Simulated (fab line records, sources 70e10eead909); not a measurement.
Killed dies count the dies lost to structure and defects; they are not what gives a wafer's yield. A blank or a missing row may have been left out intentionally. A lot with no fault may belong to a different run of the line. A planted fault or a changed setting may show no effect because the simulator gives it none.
Chamber matching    flow nand_harc    ald_metal-04 running NHARC_A_CONTACT_ALD_18: 4 sister chambers
The step deposits TiN, target thk 3 nm, pulse time 1 s, ald cycles 150. 4 wafers are shown with their chamber, then 7 later ones without.

## EACH WAFER AND ITS CHAMBER
wafer   chamber  heater_power_w (W)
L074.3  2        1107
L085.5  0        1230
L092.2  1        1063
L092.4  3        972

## WAFERS WITH NO CHAMBER GIVEN
wafer   heater_power_w (W)
L092.6  1088
L095.1  1000
L095.4  1234
L095.5  1095
L096.1  1263
L096.5  967
L096.6  1220

## EACH ONE'S CHAMBER
wafer   from the rows above      in truth
L092.6  can't be placed: 2 or 1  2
L095.1  can't be placed: 3 or 1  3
L095.4  0                        0
L095.5  can't be placed: 2 or 1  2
L096.1  0                        0
L096.5  3                        3
L096.6  0                        0
Correctly placed: 4 of 7. Unplaceable from these rows: 3, with the true chamber sitting among the candidates in 3. 0 placed wrongly.
How it was worked out, from the rows above alone: a wafer's distance from a chamber is the root of the sum, over the readings, of the square of ((its reading less the chamber's mean) divided by the reading's scatter). If the next closest chamber is less than 2 further off than the closest, the wafer can't be placed; otherwise it belongs to the closest. Each chamber's mean is taken over the wafers shown for it. The scatter (one wafer shown for each chamber): square how far every hidden wafer sits from the nearest shown wafer, average those squares and take the square root.
